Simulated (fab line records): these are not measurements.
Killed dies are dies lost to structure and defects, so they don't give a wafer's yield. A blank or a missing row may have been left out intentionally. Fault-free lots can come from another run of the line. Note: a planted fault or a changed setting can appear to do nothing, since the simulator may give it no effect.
fab line records || flow nand_harc || part 2 of 2: steps 15 to 15 of 15
record {"lots": 6, "wafers": 18, "last_day": 32}
route steps=1302 shown A_CONTACT@993 END@1302
lots with no fault: from the same line, run without faults
start_h: hours from the record's first day to the start of the lot's first wafer shown || wait_h: how many hours have passed since the lot's step before this one || " repeats the value in the row above || L1.1+2: several wafers, shown together as one row || - either no value or no given start || * or withheld: withheld || < > ~ a bound
route shown NAME@n: a module of which the file shows steps, and the number in the route of the first || usual: the fault-free wafers' mean and standard deviation || same: alike in all rows || chamber/n: place in a boat || sites: readings site by site || _std_site: how widely they spread, as a standard deviation || _edge_site: inner sites' mean taken away from outer sites' mean || radius_mm: for every site, how far away it sits from the centre of the wafer || mask NAME#n: copy n || behind: tool/chamber where the wafer was last shaped || hold: the reason the lot was held/the length of the hold in hours/how it ended || device: transistor that didn't switch, given as n, p or np || end of line: the route-end tests of the same wafers || step lacking rows: just its recipe || killed: dies that structure and defects cost at the first sort, which is not the same as the wafer's yield || map: per-die view of a wafer (x killed, . not killed, _ where there is no die)
set.NAME: the setting that was run; set.NAME@STEP: the one run at that earlier step || model.NAME: the simulator's own value behind a step, which no gauge read
lots at some steps of the route; a table a step, a row a wafer
services: when a tool's chamber went out of use (start_h, in hours from the record's first day, below 0 if earlier), for how many hours, and the reason
## steps
# step NHARC_END_SORT_01
# recipe {"temp_c": 25}
# usual {"killed_at_array": "52/19", "killed_at_other": "1.0/1.2", "killed_at_periphery": "4.1/2.8", "killed_dies": "57/19", "killed_open": "3.1/1.7", "killed_short": "2.5/1.5"}
# same {"gross_dies": 677}
{"lot.wafer": "L106.1", "tool": "prober-01", "chamber": 0, "start_h": 585.12, "wait_h": 2.5, "hold": "-", "killed_at_array": 54, "killed_at_other": 0, "killed_at_periphery": 5, "killed_dies": 59, "killed_open": 3, "killed_short": 1}
{"lot.wafer": "L106.3", "tool": "prober-01", "chamber": 0, "start_h": 586.69, "wait_h": 3.1, "hold": "-", "killed_at_array": 39, "killed_at_other": 0, "killed_at_periphery": 3, "killed_dies": 42, "killed_open": 4, "killed_short": 3}
{"lot.wafer": "L106.5", "tool": "prober-01", "chamber": 0, "start_h": 588.26, "wait_h": 3.7, "hold": "-", "killed_at_array": 34, "killed_at_other": 2, "killed_at_periphery": 4, "killed_dies": 40, "killed_open": 4, "killed_short": 0}
{"lot.wafer": "L110.1", "tool": "prober-01", "chamber": 0, "start_h": 642.99, "wait_h": 2.5, "hold": "-", "killed_at_array": 34, "killed_at_other": 0, "killed_at_periphery": 11, "killed_dies": 45, "killed_open": 3, "killed_short": 6}
{"lot.wafer": "L110.3", "tool": "prober-01", "chamber": 0, "start_h": 644.59, "wait_h": 3.1, "hold": "-", "killed_at_array": 30, "killed_at_other": 0, "killed_at_periphery": 7, "killed_dies": 37, "killed_open": 2, "killed_short": 1}
{"lot.wafer": "L110.5", "tool": "prober-01", "chamber": 0, "start_h": 646.20, "wait_h": 3.7, "hold": "-", "killed_at_array": 35, "killed_at_other": 0, "killed_at_periphery": 10, "killed_dies": 45, "killed_open": 8, "killed_short": 2}
{"lot.wafer": "L114.2", "tool": "prober-01", "chamber": 0, "start_h": 675.64, "wait_h": 2.8, "hold": "await_dispo/4.7h/scrap", "killed_at_array": 666, "killed_at_other": 1, "killed_at_periphery": 10, "killed_dies": 677, "killed_open": 2, "killed_short": 0}
{"lot.wafer": "L114.3", "tool": "prober-01", "chamber": 0, "start_h": 676.43, "wait_h": 3.1, "hold": "await_dispo/4.7h/scrap", "killed_at_array": 662, "killed_at_other": 3, "killed_at_periphery": 12, "killed_dies": 677, "killed_open": 2, "killed_short": 7}
{"lot.wafer": "L114.4", "tool": "prober-01", "chamber": 0, "start_h": 677.22, "wait_h": 3.4, "hold": "await_dispo/4.7h/scrap", "killed_at_array": 667, "killed_at_other": 1, "killed_at_periphery": 9, "killed_dies": 677, "killed_open": 2, "killed_short": 3}
{"lot.wafer": "L117.4", "tool": "prober-02", "chamber": 0, "start_h": 696.08, "wait_h": 3.4, "hold": "await_dispo/2.3h/scrap", "killed_at_array": 676, "killed_at_other": 0, "killed_at_periphery": 1, "killed_dies": 677, "killed_open": 3, "killed_short": 2}
{"lot.wafer": "L117.5", "tool": "prober-02", "chamber": 0, "start_h": 696.88, "wait_h": 3.7, "hold": "await_dispo/2.3h/scrap", "killed_at_array": 673, "killed_at_other": 0, "killed_at_periphery": 4, "killed_dies": 677, "killed_open": 3, "killed_short": 2}
{"lot.wafer": "L117.6", "tool": "prober-02", "chamber": 0, "start_h": 697.67, "wait_h": 4.0, "hold": "await_dispo/2.3h/scrap", "killed_at_array": 675, "killed_at_other": 1, "killed_at_periphery": 1, "killed_dies": 677, "killed_open": 5, "killed_short": 3}
{"lot.wafer": "L121.2", "tool": "prober-01", "chamber": 0, "start_h": 750.10, "wait_h": 2.8, "hold": "-", "killed_at_array": 82, "killed_at_other": 0, "killed_at_periphery": 2, "killed_dies": 84, "killed_open": 2, "killed_short": 1}
{"lot.wafer": "L121.4", "tool": "prober-01", "chamber": 0, "start_h": 751.68, "wait_h": 3.4, "hold": "-", "killed_at_array": 58, "killed_at_other": 1, "killed_at_periphery": 3, "killed_dies": 62, "killed_open": 4, "killed_short": 2}
{"lot.wafer": "L121.6", "tool": "prober-01", "chamber": 0, "start_h": 753.27, "wait_h": 4.0, "hold": "-", "killed_at_array": 69, "killed_at_other": 0, "killed_at_periphery": 0, "killed_dies": 69, "killed_open": 6, "killed_short": 4}
{"lot.wafer": "L123.1", "tool": "prober-01", "chamber": 0, "start_h": 771.00, "wait_h": 2.5, "hold": "-", "killed_at_array": 32, "killed_at_other": 1, "killed_at_periphery": 5, "killed_dies": 38, "killed_open": 3, "killed_short": 5}
{"lot.wafer": "L123.4", "tool": "prober-01", "chamber": 0, "start_h": 773.37, "wait_h": 3.4, "hold": "-", "killed_at_array": 49, "killed_at_other": 1, "killed_at_periphery": 1, "killed_dies": 51, "killed_open": 2, "killed_short": 4}
{"lot.wafer": "L123.5", "tool": "prober-01", "chamber": 0, "start_h": 774.17, "wait_h": 3.7, "hold": "-", "killed_at_array": 32, "killed_at_other": 1, "killed_at_periphery": 2, "killed_dies": 35, "killed_open": 3, "killed_short": 6}
# killed by level:class
L106.1 A_CHANNEL_HOLE_D2:chamber_film_flake=34 A_CONTACT:chamber_film_flake=7 P_M2:chamber_film_flake=2 A_CHANNEL_HOLE_D1:chamber_film_flake=2 A_STAIRCASE:chamber_film_flake=2 A_SLIT:chamber_film_flake=2 P_M1:geometric_particle:open=1 A_ONON_D2:geometric_particle:open=1
L106.3 A_CHANNEL_HOLE_D2:chamber_film_flake=21 A_CONTACT:chamber_film_flake=3 P_ZERO_WELL:chamber_film_flake=2 A_STAIRCASE:chamber_film_flake=2 A_SLIT:chamber_film_flake=2 A_WL_FILL:chamber_film_flake=2 A_ONON_D1:geometric_particle:short=1 A_CHANNEL_FILL_D1:geometric_particle:short=1
L106.5 A_CHANNEL_HOLE_D2:chamber_film_flake=22 A_CHANNEL_HOLE_D1:chamber_film_flake=4 A_SLIT:chamber_film_flake=3 P_ZERO_WELL:chamber_film_flake=2 THIN_TSV:chamber_film_flake=2 P_CONTACT:geometric_particle:open=1 A_CHANNEL_FILL_D1:geometric_particle:open=1 A_DECK1_JOINT:geometric_particle:open=1
L110.1 A_CHANNEL_HOLE_D2:chamber_film_flake=8 A_CONTACT:chamber_film_flake=7 P_GATE:chamber_film_flake=5 A_CHANNEL_HOLE_D1:chamber_film_flake=4 A_CHANNEL_FILL_D2:chamber_film_flake=3 P_M0:geometric_particle:short=2 A_SGD_CUT:chamber_film_flake=2 P_M0:geometric_particle:open=1
L110.3 A_CHANNEL_HOLE_D2:chamber_film_flake=13 A_CONTACT:chamber_film_flake=7 P_GATE:chamber_film_flake=5 P_M0:chamber_film_flake=2 A_CHANNEL_FILL_D2:chamber_film_flake=2 A_CHANNEL_FILL_D1:geometric_particle:open=1 A_DECK1_JOINT:geometric_particle:short=1 A_ONON_D2:geometric_particle:open=1
L110.5 A_CHANNEL_HOLE_D2:chamber_film_flake=15 A_CONTACT:chamber_film_flake=6 P_GATE:chamber_film_flake=4 A_CHANNEL_HOLE_D1:chamber_film_flake=4 P_M0:geometric_particle:short=2 A_ONON_D2:geometric_particle:open=2 A_M0:geometric_particle:open=2 P_ZERO_WELL:chamber_film_flake=2
L114.2 A_CONTACT:area_etch=651 A_CHANNEL_HOLE_D1:chamber_film_flake=8 P_GATE:chamber_film_flake=5 P_BONDPAD:chamber_film_flake=4 A_SLIT:chamber_film_flake=2 A_WL_FILL:chamber_film_flake=2 A_CHANNEL_HOLE_D2:geometric_particle:open=1 A_M0:geometric_particle:open=1
L114.3 A_CONTACT:area_etch=645 P_GATE:chamber_film_flake=8 P_BONDPAD:chamber_film_flake=3 A_CHANNEL_HOLE_D1:chamber_film_flake=2 A_STAIRCASE:chamber_film_flake=2 A_SLIT:chamber_film_flake=2 HYBRID_BOND:chamber_film_flake=2 A_CHANNEL_FILL_D1:geometric_particle:short=1
L114.4 A_CONTACT:area_etch=644 A_CHANNEL_HOLE_D1:chamber_film_flake=9 P_GATE:chamber_film_flake=4 P_BONDPAD:chamber_film_flake=3 A_STAIRCASE:chamber_film_flake=3 A_WL_FILL:chamber_film_flake=3 A_CONTACT:chamber_film_flake=3 P_M0:geometric_particle:short=1
L117.4 A_CONTACT:area_etch=621 A_SLIT:chamber_film_flake=32 A_CHANNEL_HOLE_D2:chamber_film_flake=9 A_CHANNEL_HOLE_D1:chamber_film_flake=5 A_STAIRCASE:chamber_film_flake=2 A_ONON_D1:geometric_particle:short=1 A_ONON_D1:geometric_particle:open=1 A_ONON_D2:geometric_particle:open=1
L117.5 A_CONTACT:area_etch=639 A_SLIT:chamber_film_flake=12 A_CHANNEL_HOLE_D1:chamber_film_flake=10 A_CHANNEL_HOLE_D2:chamber_film_flake=7 A_CONTACT:chamber_film_flake=2 P_GATE:geometric_particle:open=1 P_M0:geometric_particle:open=1 P_M1:geometric_particle:open=1
L117.6 A_CONTACT:area_etch=608 A_SLIT:chamber_film_flake=33 A_CHANNEL_HOLE_D2:chamber_film_flake=12 A_CHANNEL_HOLE_D1:chamber_film_flake=5 A_CONTACT:chamber_film_flake=4 A_CHANNEL_FILL_D1:geometric_particle:short=2 A_CHANNEL_FILL_D2:geometric_particle:open=2 A_CHANNEL_FILL_D1:chamber_film_flake=2
L121.2 A_CHANNEL_HOLE_D1:chamber_film_flake=34 A_CHANNEL_HOLE_D2:chamber_film_flake=24 A_SLIT:chamber_film_flake=9 A_CONTACT:chamber_film_flake=6 A_ZERO_WELL:chamber_film_flake=3 A_CHANNEL_FILL_D2:chamber_film_flake=2 P_M1:geometric_particle:open=1 A_M0:geometric_particle:open=1
L121.4 A_CHANNEL_HOLE_D1:chamber_film_flake=29 A_CHANNEL_HOLE_D2:chamber_film_flake=10 A_CONTACT:chamber_film_flake=6 A_SLIT:chamber_film_flake=5 P_M0:geometric_particle:open=2 A_ZERO_WELL:chamber_film_flake=2 P_M1:geometric_particle:open=1 A_ONON_D1:geometric_particle:short=1
L121.6 A_CHANNEL_HOLE_D1:chamber_film_flake=33 A_CHANNEL_HOLE_D2:chamber_film_flake=8 A_CONTACT:chamber_film_flake=7 A_SLIT:chamber_film_flake=6 A_ZERO_WELL:chamber_film_flake=4 A_M0:geometric_particle:open=3 A_DECK1_JOINT:geometric_particle:short=2 A_DECK1_JOINT:geometric_particle:open=1
L123.1 A_CHANNEL_HOLE_D1:chamber_film_flake=11 A_CONTACT:chamber_film_flake=7 A_SLIT:chamber_film_flake=4 A_SGD_CUT:geometric_particle:short=2 P_GATE:chamber_film_flake=2 P_STI:geometric_particle:short=1 P_M0:geometric_particle:open=1 A_SOURCE_PLATE:geometric_particle:short=1
L123.4 A_CHANNEL_HOLE_D1:chamber_film_flake=22 A_SLIT:chamber_film_flake=6 A_CONTACT:chamber_film_flake=5 A_DECK1_JOINT:chamber_film_flake=3 A_CHANNEL_FILL_D2:chamber_film_flake=3 A_WL_FILL:chamber_film_flake=2 A_ONON_D1:geometric_particle:short=1 A_CHANNEL_FILL_D1:geometric_particle:short=1
L123.5 A_SLIT:chamber_film_flake=9 A_CHANNEL_HOLE_D1:chamber_film_flake=5 A_CONTACT:chamber_film_flake=4 A_ONON_D2:geometric_particle:short=2 A_DECK1_JOINT:chamber_film_flake=2 A_STAIRCASE:chamber_film_flake=2 P_CONTACT:geometric_particle:open=1 A_ONON_D1:geometric_particle:short=1
# map L114.2 (x killed, . not)
____________x____________
_________xxxxxxx_________
_______xxxxxxxxxxx_______
______xxxxxxxxxxxxx______
_____xxxxxxxxxxxxxxx_____
____xxxxxxxxxxxxxxxxx____
____xxxxxxxxxxxxxxxxx____
___xxxxxxxxxxxxxxxxxxx___
___xxxxxxxxxxxxxxxxxxx___
__xxxxxxxxxxxxxxxxxxxxx__
__xxxxxxxxxxxxxxxxxxxxx__
_xxxxxxxxxxxxxxxxxxxxxxx_
_xxxxxxxxxxxxxxxxxxxxxxx_
_xxxxxxxxxxxxxxxxxxxxxxx_
_xxxxxxxxxxxxxxxxxxxxxxx_
_xxxxxxxxxxxxxxxxxxxxxxx_
xxxxxxxxxxxxxxxxxxxxxxxxx
xxxxxxxxxxxxxxxxxxxxxxxxx
xxxxxxxxxxxxxxxxxxxxxxxxx
xxxxxxxxxxxxxxxxxxxxxxxxx
xxxxxxxxxxxxxxxxxxxxxxxxx
_xxxxxxxxxxxxxxxxxxxxxxx_
_xxxxxxxxxxxxxxxxxxxxxxx_
_xxxxxxxxxxxxxxxxxxxxxxx_
_xxxxxxxxxxxxxxxxxxxxxxx_
_xxxxxxxxxxxxxxxxxxxxxxx_
__xxxxxxxxxxxxxxxxxxxxx__
__xxxxxxxxxxxxxxxxxxxxx__
___xxxxxxxxxxxxxxxxxxx___
___xxxxxxxxxxxxxxxxxxx___
____xxxxxxxxxxxxxxxxx____
____xxxxxxxxxxxxxxxxx____
_____xxxxxxxxxxxxxxx_____
______xxxxxxxxxxxxx______
_______xxxxxxxxxxx_______
_________xxxxxxx_________
____________x____________
# map L117.4 (x killed, . not)
____________x____________
_________xxxxxxx_________
_______xxxxxxxxxxx_______
______xxxxxxxxxxxxx______
_____xxxxxxxxxxxxxxx_____
____xxxxxxxxxxxxxxxxx____
____xxxxxxxxxxxxxxxxx____
___xxxxxxxxxxxxxxxxxxx___
___xxxxxxxxxxxxxxxxxxx___
__xxxxxxxxxxxxxxxxxxxxx__
__xxxxxxxxxxxxxxxxxxxxx__
_xxxxxxxxxxxxxxxxxxxxxxx_
_xxxxxxxxxxxxxxxxxxxxxxx_
_xxxxxxxxxxxxxxxxxxxxxxx_
_xxxxxxxxxxxxxxxxxxxxxxx_
_xxxxxxxxxxxxxxxxxxxxxxx_
xxxxxxxxxxxxxxxxxxxxxxxxx
xxxxxxxxxxxxxxxxxxxxxxxxx
xxxxxxxxxxxxxxxxxxxxxxxxx
xxxxxxxxxxxxxxxxxxxxxxxxx
xxxxxxxxxxxxxxxxxxxxxxxxx
_xxxxxxxxxxxxxxxxxxxxxxx_
_xxxxxxxxxxxxxxxxxxxxxxx_
_xxxxxxxxxxxxxxxxxxxxxxx_
_xxxxxxxxxxxxxxxxxxxxxxx_
_xxxxxxxxxxxxxxxxxxxxxxx_
__xxxxxxxxxxxxxxxxxxxxx__
__xxxxxxxxxxxxxxxxxxxxx__
___xxxxxxxxxxxxxxxxxxx___
___xxxxxxxxxxxxxxxxxxx___
____xxxxxxxxxxxxxxxxx____
____xxxxxxxxxxxxxxxxx____
_____xxxxxxxxxxxxxxx_____
______xxxxxxxxxxxxx______
_______xxxxxxxxxxx_______
_________xxxxxxx_________
____________x____________
## services
{"tool": "rie_diel-05", "chamber": 0, "start_h": 488.97, "hours": 8.7, "kind": "repair"}
{"tool": "har_cap_etch-01", "chamber": "-", "start_h": 497.00, "hours": 17.0, "kind": "pm"}
{"tool": "rie_diel-08", "chamber": 0, "start_h": 499.63, "hours": "-", "kind": "clean"}
{"tool": "rie_diel-08", "chamber": 1, "start_h": 499.63, "hours": "-", "kind": "clean"}
{"tool": "rie_diel-08", "chamber": 2, "start_h": 499.63, "hours": "-", "kind": "clean"}
{"tool": "rie_diel-08", "chamber": 3, "start_h": 499.63, "hours": "-", "kind": "clean"}
{"tool": "rie_diel-08", "chamber": 0, "start_h": 524.39, "hours": "-", "kind": "clean"}
{"tool": "rie_diel-08", "chamber": 1, "start_h": 524.39, "hours": "-", "kind": "clean"}
{"tool": "rie_diel-08", "chamber": 2, "start_h": 524.39, "hours": "-", "kind": "clean"}
{"tool": "rie_diel-08", "chamber": 3, "start_h": 524.39, "hours": "-", "kind": "clean"}
{"tool": "rie_diel-08", "chamber": "-", "start_h": 544.86, "hours": 9.0, "kind": "pm"}
{"tool": "rie_diel-08", "chamber": 0, "start_h": 544.86, "hours": 9.0, "kind": "vent_cycle"}
{"tool": "rie_diel-08", "chamber": 1, "start_h": 544.86, "hours": 9.0, "kind": "vent_cycle"}
{"tool": "rie_diel-08", "chamber": 2, "start_h": 544.86, "hours": 9.0, "kind": "vent_cycle"}
{"tool": "rie_diel-08", "chamber": 3, "start_h": 544.86, "hours": 9.0, "kind": "vent_cycle"}
{"tool": "rie_diel-08", "chamber": 0, "start_h": 553.86, "hours": "-", "kind": "clean"}
{"tool": "rie_diel-08", "chamber": 1, "start_h": 553.86, "hours": "-", "kind": "clean"}
{"tool": "rie_diel-08", "chamber": 0, "start_h": 578.58, "hours": 4.5, "kind": "repair"}
{"tool": "rie_diel-05", "chamber": "-", "start_h": 583.62, "hours": 9.0, "kind": "pm"}
{"tool": "rie_diel-08", "chamber": 3, "start_h": 639.83, "hours": 13.3, "kind": "repair"}
{"tool": "rie_diel-05", "chamber": 3, "start_h": 643.44, "hours": 9.1, "kind": "repair"}
{"tool": "rie_diel-08", "chamber": 3, "start_h": 656.70, "hours": 1.3, "kind": "repair"}
{"tool": "rie_diel-08", "chamber": 1, "start_h": 679.84, "hours": 5.6, "kind": "repair"}
{"tool": "rie_diel-08", "chamber": 2, "start_h": 682.15, "hours": 12.8, "kind": "repair"}
## key
first_sign {"step": "NHARC_A_CONTACT_ETCH_111", "reading": "tool_record", "direction": "missing"}
effect {"step": "NHARC_END_SORT_01", "reading": "killed_dies", "direction": "up", "sigmas": 33, "usual": 57, "struck": 677}
more_kills_born_at {"NHARC_A_CONTACT_ETCH_111@har_cap_etch-01": 1940, "NHARC_A_CONTACT_ETCH_111@har_cap_etch-03": 1868}
met_at NHARC_A_CONTACT_ETCH_111
struck_wafers L114.2,L114.3,L114.4,L117.4,L117.5,L117.6
later_rows_left_out L114.2,L114.3,L114.4,L117.4,L117.5,L117.6
tester_left_out L114,L117
onset_between 514.29 604.66
fault {"kind": "skipped_step_whole", "tool": "har_cap_etch-01,har_cap_etch-03", "chamber": "-", "onset_h": 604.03, "steps": "NHARC_A_CONTACT_ETCH_111", "scope": "struck_lots_only"}
# tester_left_out: of these lots the tester's yield and bins aren't shown, on N5 and GAA mostly nor the transistor test; their killed dies are dies lost to structure and defects alone, not to doping, threshold or leakage, so they don't give the yield
# later_rows_left_out: the simulator's readings of these wafers behind a module that went badly wrong aren't trusted and aren't shown, but for the sort
